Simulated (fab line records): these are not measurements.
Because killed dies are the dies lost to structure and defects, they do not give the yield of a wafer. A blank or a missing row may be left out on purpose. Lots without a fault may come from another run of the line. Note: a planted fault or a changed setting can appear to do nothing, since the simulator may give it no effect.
Which tool did it?	flow nandHarc	Sampling: 24 lots, 72 wafers, 6 of 1159 route steps

WHAT THE GAUGES SHOWED, per wafer
NHARC_A_BONDPAD_THK_MEAS_20: measures by xrf. Usual: thkNm reads 168.8 nm (standard deviation 1.6).
lot	measured	on	thkNm (nm)	flag
L074	day 18 12:52	filmMetro-01	167.1 168.1 167.4	
L075	day 18 15:50	filmMetro-01	170.2 168.1 171.2	
L077	day 18 17:54	filmMetro-02	167.2 168.1 169.8	
L076	day 18 18:40	filmMetro-01	169.7 169.0 170.1	
L079	day 19 12:55	filmMetro-02	168.9 166.8 169.6	
L078	day 19 16:20	filmMetro-02	167.2 167.9 169.5	
L080	day 19 17:20	filmMetro-02	168.4 169.7 171.3	
L081	day 19 19:53	filmMetro-01	171.8 170.2 170.0	
L082	day 20 15:42	filmMetro-02	168.3 168.4 170.6	
L084	day 20 16:03	filmMetro-01	170.2 168.8 169.4	
L085	day 21 06:57	filmMetro-02	168.8 167.0 168.6	
L083	day 21 10:25	filmMetro-01	170.3 169.7 168.1	
L086	day 22 01:36	filmMetro-01	170.4 170.9 168.8	
L087	day 22 02:02	filmMetro-01	168.0 167.5 167.6	
L090	day 22 18:46	filmMetro-02	169.4 167.3 166.2	
L092	day 22 17:43	filmMetro-02	169.9 168.6 169.4	
L089	day 22 19:20	filmMetro-02	167.5 170.6 169.8	
L088	day 22 21:53	filmMetro-01	167.5 166.3 165.7	
L091	day 22 21:35	filmMetro-01	166.4 167.3 164.6	
L093	day 23 04:51	filmMetro-01	167.2 166.9 165.4	
L094	day 23 03:53	filmMetro-02	168.5 171.1 169.6	
L095	day 23 08:41	filmMetro-01	171.0 171.4 169.9	
L097	day 23 14:46	filmMetro-01	168.3 168.5 169.1	
L096	day 23 18:37	filmMetro-01	170.2 172.0 169.5	

TOOL THAT RAN EACH LOT (tool first, then ch and the chambers of the sampled wafers, then the start)
lot	NHARC_A_CONTACT_ETCH_97	NHARC_A_CONTACT_STRIP_82	NHARC_A_CONTACT_ETCH_138	NHARC_A_M0_DEGAS_28	NHARC_A_BONDPAD_ANNEAL_28
L074	rieDiel-07 ch 0,1,2, day 16 22:56 or earlier	rieDiel-07 ch 0,1,2, day 16 22:56 or earlier	harCapEtch-02 ch 0, day 16 22:56	pvdSputter-01, day 18 01:44	rtpAnneal-01 ch 0, day 18 12:11
L075	rieDiel-07 ch 0,3, day 17 07:10 or earlier	rieDiel-07 ch 0,1,2, day 17 07:10 or earlier	harCapEtch-03 ch 1, day 17 07:10	pvdSputter-02, day 18 04:27	rtpAnneal-02 ch 0, day 18 15:13
L077	rieDiel-09 ch 0,3, day 17 15:06 or earlier	rieDiel-10 ch 1,3, day 17 15:06 or earlier	harCapEtch-03 ch 0,1, day 17 15:06	pvdSputter-02, day 18 07:01	rtpAnneal-01 ch 0, day 18 17:20
L076	rieDiel-07 ch 0,2,3, day 17 18:22 or earlier	rieDiel-07 ch 0,2,3, day 17 18:22 or earlier	harCapEtch-02 ch 0, day 17 18:22	pvdSputter-03, day 18 08:07	rtpAnneal-01 ch 0, day 18 18:03
L079	rieDiel-09 ch 1,2,3, day 18 11:48 or earlier	rieDiel-10 ch 1,2,3, day 18 11:48 or earlier	harCapEtch-01 ch 0,1, day 18 11:48	pvdSputter-01, day 19 02:17	rtpAnneal-01 ch 0, day 19 12:17
L078	rieDiel-07 ch 0,2, day 18 17:08 or earlier	rieDiel-07 ch 0,1,3, day 18 17:08 or earlier	harCapEtch-02 ch 0,1, day 18 17:08	pvdSputter-01, day 19 05:43	rtpAnneal-01 ch 0, day 19 15:43
L080	rieDiel-07 ch 0,1,3, day 18 22:07 or earlier	rieDiel-07 ch 2,3, day 18 22:07 or earlier	harCapEtch-01 ch 0,1, day 18 22:07	pvdSputter-02, day 19 07:02	rtpAnneal-01 ch 0, day 19 16:43
L081	rieDiel-09 ch 0,2,3, day 19 01:07 or earlier	rieDiel-07 ch 1,3, day 19 01:07 or earlier	harCapEtch-03 ch 0, day 19 01:07	pvdSputter-03, day 19 09:49	rtpAnneal-02 ch 0, day 19 19:13
L082	rieDiel-07 ch 1,2, day 19 05:01	rieDiel-07 ch 1,2,3, day 19 10:07 or earlier	harCapEtch-03 ch 0,1, day 19 10:07	pvdSputter-02, day 20 05:14	rtpAnneal-02 ch 0, day 20 15:02
L084	rieDiel-10 ch 1,2,3, day 19 13:07 or earlier	rieDiel-07 ch 1,2, day 19 13:07 or earlier	harCapEtch-02 ch 0,1, day 19 13:07	pvdSputter-01, day 20 05:40	rtpAnneal-02 ch 0, day 20 15:29
L085	rieDiel-09 ch 1,2,3, day 20 11:16 or earlier	rieDiel-09 ch 1,2,3, day 20 11:16 or earlier	harCapEtch-03 ch 0,1, day 20 11:16	pvdSputter-03, day 20 20:28	rtpAnneal-01 ch 0, day 21 06:17
L083	rieDiel-09 ch 1,3, day 20 12:20 or earlier	rieDiel-10 ch 2,3, day 20 12:20 or earlier	harCapEtch-01 ch 1, day 20 12:20	pvdSputter-01, day 20 23:57	rtpAnneal-01 ch 0, day 21 09:44
L086	rieDiel-10 ch 0,1,2, day 20 07:32	rieDiel-07 ch 0,1, day 20 17:36 or earlier	harCapEtch-01 ch 0,1, day 20 17:36	pvdSputter-02, day 21 15:37	rtpAnneal-01 ch 0, day 22 00:56
L087	rieDiel-10 ch 1,2, day 20 18:36 or earlier	rieDiel-07 ch 1,2, day 20 18:36 or earlier	harCapEtch-02 ch 0, day 20 18:36	pvdSputter-01, day 21 15:47	rtpAnneal-01 ch 0, day 22 01:25
L090	rieDiel-10 ch 0,1, day 21 00:57 or earlier	rieDiel-10 ch 0,1,3, day 21 00:57 or earlier	harCapEtch-03 ch 0,1, day 21 00:57	pvdSputter-02, day 22 08:03	rtpAnneal-01 ch 0, day 22 18:09
L092	rieDiel-09 ch 0,2,3, day 21 00:33 or earlier	rieDiel-10 ch 0,2,3, day 21 00:33 or earlier	harCapEtch-01 ch 0,1, day 21 00:33	pvdSputter-01, day 22 07:31	rtpAnneal-01 ch 0, day 22 17:02
L089	rieDiel-07 ch 1,2,3, day 20 21:14	rieDiel-09 ch 0,2, day 21 02:14 or earlier	harCapEtch-02 ch 0, day 21 02:14	pvdSputter-03, day 22 08:15	rtpAnneal-01 ch 0, day 22 18:40
L088	rieDiel-07 ch 1,2,3, day 20 22:41	rieDiel-07 ch 1,3, day 21 06:31 or earlier	harCapEtch-03 ch 0,1, day 21 06:31	pvdSputter-03, day 22 10:22	rtpAnneal-02 ch 0, day 22 21:16
L091	rieDiel-07 ch 1,3, day 21 11:35 or earlier	rieDiel-07 ch 1,3, day 21 11:35 or earlier	harCapEtch-02 ch 0,1, day 21 11:35	pvdSputter-02, day 22 10:15	rtpAnneal-01 ch 0, day 22 20:55
L093	rieDiel-09 ch 2,3, day 22 03:30 or earlier	rieDiel-07 ch 0,1,2, day 22 03:30 or earlier	harCapEtch-03 ch 0,1, day 22 03:30	pvdSputter-02, day 22 18:26	rtpAnneal-02 ch 0, day 23 04:11
L094	rieDiel-07 ch 0,1,3, day 22 04:51 or earlier	rieDiel-07 ch 0,1,3, day 22 04:51 or earlier	harCapEtch-02 ch 0,1, day 22 04:51	pvdSputter-02, day 22 17:42	rtpAnneal-02 ch 0, day 23 03:13
L095	rieDiel-09 ch 0,1,3, day 22 09:27 or earlier	rieDiel-09 ch 0,2,3, day 22 09:27 or earlier	harCapEtch-03 ch 0,1, day 22 09:27	pvdSputter-01, day 22 21:50	rtpAnneal-02 ch 0, day 23 08:01
L097	rieDiel-07 ch 2,3, day 22 16:44 or earlier	rieDiel-07 ch 0,1, day 22 16:44 or earlier	harCapEtch-01 ch 0,1, day 22 16:44	pvdSputter-02, day 23 04:20	rtpAnneal-01 ch 0, day 23 14:07
L096	rieDiel-07 ch 0,1,3, day 22 16:57	rieDiel-10 ch 0,2,3, day 22 22:38 or earlier	harCapEtch-03 ch 0,1, day 22 22:38	pvdSputter-02, day 23 08:22	rtpAnneal-02 ch 0, day 23 18:00
- NHARC_A_CONTACT_ETCH_97: etches the open film in C4F6/O2, target depth 20 nm, time 10 s.
- NHARC_A_CONTACT_STRIP_82: strips in O2.
- NHARC_A_CONTACT_ETCH_138: etches the open film in C4F8/O2/Ar, time 132 s, target depth 1289 nm.
- NHARC_A_M0_DEGAS_28: time 60 s.
- NHARC_A_BONDPAD_ANNEAL_28: time 90 s.

AS READ BY THE TOOLS THEMSELVES (means over the sampled wafers that have a number; for cases with no such wafer, the mark the record gives instead)
NHARC_A_CONTACT_ETCH_97. Usual: drypumpMotorCurrentA 5.9 A, standard deviation 0.38; mfcArSccm 499.9 sccm, standard deviation 1.5; oesProductAu 0.966 a.u., standard deviation 0.028; rfVppV 547.5 V, standard deviation 2.8; showerheadPlenumPTorr 3.96 Torr, standard deviation 0.13; throttleValvePct 26.904 %, standard deviation 0.0095.
lot	tool	drypumpMotorCurrentA (A)	mfcArSccm (sccm)	oesProductAu (a.u.)	rfVppV (V)	showerheadPlenumPTorr (Torr)	throttleValvePct (%)	flag
L074	rieDiel-07	6.0	500.2	0.989	545.7	3.88	26.899	
L075	rieDiel-07	6.1	500.0	0.945	548.0	3.98	26.897	
L077	rieDiel-09	5.4	500.4	0.956	548.9	4.06	26.917	
L076	rieDiel-07	5.9	499.1	0.934	546.3	3.91	26.906	
L079	rieDiel-09	5.6	499.5	0.981	550.1	4.05	26.911	
L078	rieDiel-07	6.0	498.8	0.999	548.1	3.95	26.907	
L080	rieDiel-07	6.2	500.0	0.938	547.8	3.95	26.895	
L081	rieDiel-09	5.6	498.1	0.977	550.1	4.07	26.897	
L082	rieDiel-07	6.0	500.9	1.007	543.6	3.79	26.912	
L084	rieDiel-10	5.8	499.1	0.956	550.1	4.09	26.906	
L085	rieDiel-09	5.6	499.8	0.937	550.3	4.05	26.920	
L083	rieDiel-09	5.6	501.4	0.947	548.4	3.97	26.896	
L086	rieDiel-10	6.2	500.0	0.973	548.1	3.98	26.899	
L087	rieDiel-10	6.1	498.6	1.011	548.6	4.01	26.907	
L090	rieDiel-10	6.0	501.4	0.961	546.4	3.87	26.904	
L092	rieDiel-09	5.6	500.0	1.010	549.3	4.06	26.909	
L089	rieDiel-07	5.9	500.5	1.014	544.7	3.82	26.910	
L088	rieDiel-07	5.9	499.7	0.975	545.8	3.82	26.910	
L091	rieDiel-07	6.1	499.2	0.948	545.7	3.87	26.905	
L093	rieDiel-09	5.6	498.8	0.973	551.3	4.12	26.905	
L094	rieDiel-07	6.2	500.3	0.945	546.6	3.94	26.907	
L095	rieDiel-09	5.6	500.3	0.941	547.5	3.98	26.899	
L097	rieDiel-07	5.8	500.5	0.954	545.3	3.85	26.904	
L096	rieDiel-07	6.2	499.2	0.942	547.1	3.94	26.904	

NHARC_A_CONTACT_STRIP_82. Usual: drypumpMotorCurrentA 5.9 A, standard deviation 0.41; mfcArSccm 0.003 sccm, standard deviation 0.0058; oesProductAu 1.001 a.u., standard deviation 0.015; rfVppV 57.8 V, standard deviation 0.87; showerheadPlenumPTorr 3.54 Torr, standard deviation 0.13; throttleValvePct 17.036 %, standard deviation 0.0088.
lot	tool	drypumpMotorCurrentA (A)	mfcArSccm (sccm)	oesProductAu (a.u.)	rfVppV (V)	showerheadPlenumPTorr (Torr)	throttleValvePct (%)	flag
L074	rieDiel-07	6.0	0.003	0.989	57.0	3.48	17.028	
L075	rieDiel-07	6.0	0.003	0.994	57.9	3.48	17.038	
L077	rieDiel-10	5.3	0.014	0.989	58.3	3.69	17.042	
L076	rieDiel-07	6.0	0.003	0.982	57.8	3.51	17.038	
L079	rieDiel-10	5.8	0.007	0.997	58.6	3.69	17.040	
L078	rieDiel-07	6.2	0.000	1.003	58.5	3.55	17.041	
L080	rieDiel-07	5.7	0.005	1.011	57.8	3.40	17.037	
L081	rieDiel-07	6.1	0.000	1.003	58.2	3.51	17.035	
L082	rieDiel-07	5.9	0.003	1.009	57.2	3.44	17.027	
L084	rieDiel-07	6.0	0.003	1.009	57.9	3.41	17.028	
L085	rieDiel-09	5.6	0.004	1.000	58.0	3.64	17.039	
L083	rieDiel-10	6.1	0.007	0.997	57.3	3.75	17.039	
L086	rieDiel-07	6.2	0.000	1.002	57.8	3.52	17.030	
L087	rieDiel-07	6.0	0.003	1.013	57.7	3.41	17.020	
L090	rieDiel-10	5.6	0.007	0.996	57.9	3.57	17.032	
L092	rieDiel-10	5.9	0.007	1.000	57.9	3.65	17.044	
L089	rieDiel-09	5.8	0.003	0.994	58.3	3.68	17.045	
L088	rieDiel-07	6.1	0.000	1.013	58.2	3.48	17.038	
L091	rieDiel-07	6.1	0.000	1.010	57.8	3.51	17.027	
L093	rieDiel-07	6.0	0.003	1.006	57.5	3.47	17.035	
L094	rieDiel-07	6.2	0.000	0.994	57.6	3.54	17.047	
L095	rieDiel-09	5.6	0.003	1.011	57.6	3.65	17.039	
L097	rieDiel-07	6.3	0.000	0.993	57.2	3.58	17.033	
L096	rieDiel-10	5.9	0.007	0.998	57.6	3.64	17.036	

NHARC_A_M0_DEGAS_28. Usual: heaterPowerW reads 328 W (standard deviation 25).
lot	tool	heaterPowerW (W)	flag
L074	pvdSputter-01	308	
L075	pvdSputter-02	332	
L077	pvdSputter-02	331	
L076	pvdSputter-03	403	
L079	pvdSputter-01	315	
L078	pvdSputter-01	311	
L080	pvdSputter-02	330	
L081	pvdSputter-03	368	
L082	pvdSputter-02	330	
L084	pvdSputter-01	318	
L085	pvdSputter-03	356	
L083	pvdSputter-01	306	
L086	pvdSputter-02	332	
L087	pvdSputter-01	310	
L090	pvdSputter-02	323	
L092	pvdSputter-01	317	
L089	pvdSputter-03	382	
L088	pvdSputter-03	361	
L091	pvdSputter-02	330	
L093	pvdSputter-02	327	
L094	pvdSputter-02	328	
L095	pvdSputter-01	320	
L097	pvdSputter-02	336	
L096	pvdSputter-02	329	

NHARC_A_BONDPAD_ANNEAL_28. Usual: wafer_temp_C_max reads 226.3 (standard deviation 0.31).
lot	tool	wafer_temp_C_max	flag
L074	rtpAnneal-01	226.7	
L075	rtpAnneal-02	226.0	
L077	rtpAnneal-01	226.5	
L076	rtpAnneal-01	226.3	
L079	rtpAnneal-01	226.8	
L078	rtpAnneal-01	226.6	
L080	rtpAnneal-01	226.6	
L081	rtpAnneal-02	225.9	
L082	rtpAnneal-02	226.0	
L084	rtpAnneal-02	226.1	
L085	rtpAnneal-01	226.3	
L083	rtpAnneal-01	226.3	
L086	rtpAnneal-01	226.6	
L087	rtpAnneal-01	226.4	
L090	rtpAnneal-01	226.2	
L092	rtpAnneal-01	226.5	
L089	rtpAnneal-01	226.3	
L088	rtpAnneal-02	226.2	
L091	rtpAnneal-01	226.6	
L093	rtpAnneal-02	226.3	
L094	rtpAnneal-02	226.0	
L095	rtpAnneal-02	226.0	
L097	rtpAnneal-01	226.4	
L096	rtpAnneal-02	226.0	

THE ANSWER, worked out from the rows above alone
Rule: take the mean of a lot's wafers that have a number; if it is more than 3 standard deviations from the usual mean, the lot is off. Also off: a lot with no number at a reading for which 4 or more lots have one. All remaining lots with rows at the step are treated as sound. Order of review: gauges by route order, followed by the tools' own readings, for which a lot's mean as printed above is used. The first step at which some lot is off is used, and at that step the reading that is off furthest; a lot without a number counts as furthest.
Across all readings shown, no lot is off: no conclusion can be drawn from this.

WHAT HAD BEEN PUT IN BY THE SIMULATOR
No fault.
